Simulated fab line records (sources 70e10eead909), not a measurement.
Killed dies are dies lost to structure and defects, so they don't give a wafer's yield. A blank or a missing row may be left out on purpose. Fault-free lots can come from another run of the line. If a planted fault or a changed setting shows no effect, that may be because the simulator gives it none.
fab line records	flow nand_harc
record lots=14	wafers=42	last_day=32
route steps=1302 shown A_DECK1_JOINT@543 A_ONON_D2@546 END@1302
lots that met no fault: taken from a fault-free run of the same line
start_h: hours from the record's opening day to when the first of the lot's shown wafers began	wait_h: hours since the lot's step before	" same as the row above	L1.1+2: several wafers, shown together as one row	- either no value or no given start	* or withheld: withheld	< > ~ a bound
route shown NAME@n: a module of which the file shows steps, and the number in the route of the first	usual: mean/standard deviation of fault-free wafers	same: alike in all rows	chamber/n: place in a boat	sites: the reading at each site	_std_site: their standard deviation	_edge_site: outer sites' mean less inner sites'	radius_mm: how far each site lies from the wafer's centre	mask NAME#n: copy n	behind: tool/chamber where the wafer was last shaped	hold: reason for holding the lot/hours on hold/outcome of the hold	device: transistor that didn't switch, given as n, p or np	end of line: tests run on the same wafers once the route is complete	a step without rows: its recipe alone	killed: dies lost to structure and defects at the first sort, not the wafer's yield	map: shows each die of a wafer: x if killed, . if not, _ if none is there
set.NAME: the setting as run; set.NAME@STEP: as run at that earlier step	model.NAME: the simulator's own value behind a step, which no gauge read
a sample of lots followed through the steps of the route, with each step as a table and each wafer as a row
services: the hour from which a tool's chamber was out of use, counted from the record's first day as start_h (under 0 if before that day), plus the number of hours and why
## steps
# step NHARC_A_DECK1_JOINT_THK_MEAS_17
# recipe thk_meas_gauge=ellipsometry
# usual thk_nm=44.7/1.2
lot.wafer	tool	chamber	start_h	wait_h	thk_nm
L853.4	film_metro-01	-	292.72	0.2	45.1
L853.5	"	-	"	"	45.4
L853.6	"	-	"	"	43.8
L852.1	film_metro-02	-	292.72	0.2	45.6
L852.5	"	-	"	"	45.1
L852.6	"	-	"	"	44.9
L855.3	film_metro-02	-	293.97	0.2	43.0
L855.5	"	-	"	"	44.6
L855.6	"	-	"	"	45.8
L854.1	film_metro-01	-	293.97	0.2	44.7
L854.3	"	-	"	"	45.6
L854.4	"	-	"	"	44.9
L857.3	film_metro-02	-	324.38	0.3	45.8
L857.4	"	-	"	"	46.0
L857.6	"	-	"	"	46.4
L860.1	film_metro-02	-	346.56	0.2	44.2
L860.3	"	-	"	"	42.9
L860.6	"	-	"	"	46.1
L862.1	film_metro-02	-	367.75	0.2	45.9
L862.2	"	-	"	"	44.3
L862.3	"	-	"	"	45.7
L866.2	film_metro-02	-	414.90	0.3	45.3
L866.5	"	-	"	"	44.0
L866.6	"	-	"	"	47.2
L868.1	film_metro-02	-	430.84	0.2	43.6
L868.2	"	-	"	"	42.5
L868.4	"	-	"	"	43.6
L869.2	film_metro-02	-	443.18	0.3	44.5
L869.3	"	-	"	"	44.4
L869.4	"	-	"	"	45.4
L871.4	film_metro-02	-	451.76	0.2	44.1
L871.5	"	-	"	"	45.7
L871.6	"	-	"	"	44.8
L870.1	film_metro-01	-	451.78	0.2	43.5
L870.3	"	-	"	"	44.1
L870.6	"	-	"	"	43.9
L873.1	film_metro-02	-	481.19	0.2	44.1
L873.3	"	-	"	"	46.1
L873.4	"	-	"	"	45.5
L872.1	film_metro-01	-	481.19	0.2	43.6
L872.2	"	-	"	"	45.6
L872.4	"	-	"	"	46.3
# step NHARC_A_ONON_D2_THK_MEAS_02
# recipe thk_meas_gauge=ellipsometry
# usual thk_nm=1001/9
lot.wafer	tool	chamber	start_h	wait_h	thk_nm
L853.4	film_metro-02	-	293.33	-	1000
L853.5	"	-	"	"	999
L853.6	"	-	"	"	1001
L852.1	film_metro-01	-	293.34	-	982
L852.5	"	-	"	"	983
L852.6	"	-	"	"	982
L855.3	film_metro-02	-	294.58	-	997
L855.5	"	-	"	"	999
L855.6	"	-	"	"	998
L854.1	film_metro-01	-	294.81	-	1000
L854.3	"	-	"	"	1003
L854.4	"	-	"	"	1002
L857.3	film_metro-02	-	324.99	-	987
L857.4	"	-	"	"	988
L857.6	"	-	"	"	987
L860.1	film_metro-02	-	347.17	-	1002
L860.3	"	-	"	"	1002
L860.6	"	-	"	"	1001
L862.1	film_metro-02	-	368.36	-	1015
L862.2	"	-	"	"	1015
L862.3	"	-	"	"	1012
L866.2	film_metro-02	-	415.51	-	1000
L866.5	"	-	"	"	998
L866.6	"	-	"	"	1000
L868.1	film_metro-02	-	431.46	-	999
L868.2	"	-	"	"	999
L868.4	"	-	"	"	1000
L869.2	film_metro-01	-	443.80	-	1016
L869.3	"	-	"	"	1016
L869.4	"	-	"	"	1016
L871.4	film_metro-02	-	452.37	-	998
L871.5	"	-	"	"	1000
L871.6	"	-	"	"	997
L870.1	film_metro-01	-	452.40	-	1011
L870.3	"	-	"	"	1011
L870.6	"	-	"	"	1010
L873.1	film_metro-02	-	481.80	-	991
L873.3	"	-	"	"	990
L873.4	"	-	"	"	991
L872.1	film_metro-01	-	481.80	-	1012
L872.2	"	-	"	"	1011
L872.4	"	-	"	"	1010
# step NHARC_A_ONON_D2_DEP_03
# recipe target_thk_a=10000	n2_flow_sccm=2750	n2o_flow_sccm=2000	nh3_flow_sccm=500	sih4_flow_sccm=210	temp_c=400
# usual susceptor_temp_C=399.98/0.2
lot.wafer	tool	chamber	start_h	wait_h	susceptor_temp_C
L852.1	pecvd_onon-03	0	293.39	0.1	400.16
L852.5	"	0	"	"	400.17
L852.6	"	0	"	"	399.95
L853.4	pecvd_onon-04	0	293.56	0.2	400.42
L853.5	"	0	"	"	400.20
L853.6	"	0	"	"	400.26
L855.3	pecvd_onon-01	0	294.77	0.2	400.27
L855.5	"	0	"	"	400.09
L855.6	"	0	"	"	400.07
L854.1	pecvd_onon-04	0	294.87	0.1	399.75
L854.3	"	0	"	"	400.03
L854.4	"	0	"	"	399.58
L857.3	pecvd_onon-01	0	325.16	0.2	400.21
L857.4	"	0	"	"	399.88
L857.6	"	0	"	"	399.97
L860.1	pecvd_onon-04	0	347.23	0.1	400.06
L860.3	"	0	"	"	400.05
L860.6	"	0	"	"	399.82
L862.1	pecvd_onon-04	0	368.42	0.1	399.97
L862.2	"	0	"	"	400.38
L862.3	"	0	"	"	400.04
L866.2	pecvd_onon-01	0	415.63	0.1	399.93
L866.5	"	0	"	"	399.68
L866.6	"	0	"	"	399.76
L868.1	pecvd_onon-01	0	431.51	0.1	400.12
L868.2	"	0	"	"	400.07
L868.4	"	0	"	"	400.08
L869.2	pecvd_onon-03	0	443.91	0.1	399.94
L869.3	"	0	"	"	400.11
L869.4	"	0	"	"	399.99
L870.1	pecvd_onon-04	0	452.45	0.1	400.08
L870.3	"	0	"	"	399.92
L870.6	"	0	"	"	400.18
L871.4	pecvd_onon-03	0	452.60	0.2	399.65
L871.5	"	0	"	"	399.74
L871.6	"	0	"	"	399.74
L873.1	pecvd_onon-01	0	481.85	0.1	399.91
L873.3	"	0	"	"	399.97
L873.4	"	0	"	"	399.99
L872.1	pecvd_onon-03	0	481.86	0.1	399.96
L872.2	"	0	"	"	400.10
L872.4	"	0	"	"	399.61
# step NHARC_A_ONON_D2_THK_MEAS_05
# recipe thk_meas_gauge=ellipsometry
# usual thk_nm=1001/11
lot.wafer	tool	chamber	start_h	wait_h	thk_nm
L853.4	film_metro-02	-	293.90	-	992
L853.5	"	-	"	"	992
L853.6	"	-	"	"	993
L852.1	film_metro-01	-	293.90	-	1004
L852.5	"	-	"	"	1001
L852.6	"	-	"	"	1002
L855.3	film_metro-01	-	295.17	-	1003
L855.5	"	-	"	"	1001
L855.6	"	-	"	"	1003
L854.1	film_metro-02	-	295.38	-	1003
L854.3	"	-	"	"	1003
L854.4	"	-	"	"	1001
L857.3	film_metro-01	-	325.56	-	970
L857.4	"	-	"	"	969
L857.6	"	-	"	"	970
L860.1	film_metro-02	-	347.76	-	695
L860.3	"	-	"	"	693
L860.6	"	-	"	"	696
L862.1	film_metro-02	-	368.93	-	699
L862.2	"	-	"	"	698
L862.3	"	-	"	"	700
L866.2	film_metro-02	-	416.08	-	1014
L866.5	"	-	"	"	1013
L866.6	"	-	"	"	1014
L868.1	film_metro-01	-	432.02	-	1001
L868.2	"	-	"	"	1002
L868.4	"	-	"	"	1003
L869.2	film_metro-01	-	444.37	-	1006
L869.3	"	-	"	"	1006
L869.4	"	-	"	"	1005
L871.4	film_metro-01	-	452.94	-	995
L871.5	"	-	"	"	996
L871.6	"	-	"	"	996
L870.1	film_metro-02	-	452.96	-	1012
L870.3	"	-	"	"	1012
L870.6	"	-	"	"	1010
L873.1	film_metro-02	-	482.36	-	1011
L873.3	"	-	"	"	1012
L873.4	"	-	"	"	1011
L872.1	film_metro-01	-	482.37	-	1000
L872.2	"	-	"	"	1001
L872.4	"	-	"	"	1000
# step NHARC_END_SORT_01
# recipe temp_c=25
# usual killed_at_array=58/20	killed_at_other=1.0/1.2	killed_at_periphery=4.1/3	killed_dies=63/20	killed_open=3.2/1.7	killed_short=2.5/1.5
# same gross_dies=677
lot.wafer	tool	chamber	start_h	wait_h	killed_at_array	killed_at_other	killed_at_periphery	killed_dies	killed_open	killed_short
L860.1	prober-01	0	632.55	2.5	675	0	2	677	6	4
L860.3	prober-01	0	634.16	3.1	671	0	6	677	5	5
L860.6	prober-01	0	636.57	4.0	676	0	1	677	1	3
L862.1	prober-01	0	658.84	2.5	669	2	6	677	2	4
L862.2	prober-01	0	659.64	2.8	664	3	10	677	5	1
L862.3	prober-01	0	660.44	3.1	669	1	7	677	6	1
# killed by level:class
L860.1 A_ONON_D2:area_dep=593 A_SLIT:chamber_film_flake=36 A_CHANNEL_HOLE_D2:chamber_film_flake=23 A_M0:geometric_particle:open=2 A_CHANNEL_FILL_D1:chamber_film_flake=2 A_STAIRCASE:chamber_film_flake=2 A_CHANNEL_FILL_D2:chamber_film_flake=2 A_WL_FILL:chamber_film_flake=2
L860.3 A_ONON_D2:area_dep=595 A_SLIT:chamber_film_flake=29 A_CHANNEL_HOLE_D2:chamber_film_flake=28 A_CHANNEL_HOLE_D1:chamber_film_flake=3 A_BONDPAD:chamber_film_flake=3 A_ONON_D1:geometric_particle:open=2 A_CHANNEL_FILL_D2:geometric_particle:short=2 P_STI:chamber_film_flake=2
L860.6 A_ONON_D2:area_dep=592 A_SLIT:chamber_film_flake=32 A_CHANNEL_HOLE_D2:chamber_film_flake=31 A_CHANNEL_HOLE_D1:chamber_film_flake=3 A_CHANNEL_FILL_D1:chamber_film_flake=3 A_STAIRCASE:chamber_film_flake=3 A_CONTACT:chamber_film_flake=3 A_CHANNEL_FILL_D2:chamber_film_flake=2
L862.1 A_ONON_D2:area_dep=606 A_SLIT:chamber_film_flake=38 A_CHANNEL_HOLE_D1:chamber_film_flake=6 A_CONTACT:chamber_film_flake=6 P_ZERO_WELL:chamber_film_flake=3 A_CHANNEL_HOLE_D2:chamber_film_flake=3 A_STAIRCASE:chamber_film_flake=3 THIN_TSV:chamber_film_flake=2
L862.2 A_ONON_D2:area_dep=605 A_SLIT:chamber_film_flake=33 A_CHANNEL_HOLE_D1:chamber_film_flake=7 A_CONTACT:chamber_film_flake=6 P_ZERO_WELL:chamber_film_flake=5 A_CHANNEL_HOLE_D2:chamber_film_flake=5 THIN_TSV:chamber_film_flake=3 P_CONTACT:geometric_particle:open=2
L862.3 A_ONON_D2:area_dep=604 A_SLIT:chamber_film_flake=35 A_CHANNEL_HOLE_D2:chamber_film_flake=6 A_CHANNEL_HOLE_D1:chamber_film_flake=6 A_STAIRCASE:chamber_film_flake=6 P_ZERO_WELL:chamber_film_flake=4 A_CONTACT:chamber_film_flake=4 A_CHANNEL_FILL_D2:geometric_particle:open=2
## services
tool	chamber	start_h	hours	kind
pecvd_onon-04	-	311.18	13.0	pm
pecvd_onon-03	-	408.17	13.0	pm
pecvd_onon-01	-	450.23	13.0	pm
## key
first_sign step=NHARC_A_ONON_D2_THK_MEAS_05	reading=thk_nm	direction=down	sigmas=27	usual=1001	struck=697
effect step=NHARC_END_SORT_01	reading=killed_dies	direction=up	sigmas=31	usual=63	struck=677
more_kills_born_at NHARC_A_ONON_D2_DEP_03@pecvd_onon-04=3595
met_at NHARC_A_ONON_D2_DEP_03
struck_lots L860,L862
struck_wafers L860.1,L860.3,L860.6,L862.1,L862.2,L862.3
later_rows_left_out L860.1,L860.3,L860.6,L862.1,L862.2,L862.3
tester_left_out L860,L862
not_acting_at NHARC_A_DECK1_JOINT_THK_MEAS_17,NHARC_A_ONON_D2_THK_MEAS_02
onset_between 294.87 347.23
fault kind=process_parameter_drift	tool=pecvd_onon-04	chamber=0	onset_h=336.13	steps=NHARC_A_ONON_D2_DEP_03	channel=target_thk_a	offset=*	shape=step	end_h=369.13	acts_in=*	stated=*
# tester_left_out: of these lots the tester's yield and bins aren't shown, on N5 and GAA mostly nor the transistor test; their killed dies are dies lost to structure and defects alone, not to doping, threshold or leakage, so they don't give the yield
# later_rows_left_out: the simulator's readings of these wafers behind a module that went badly wrong aren't trusted and aren't shown, but for the sort
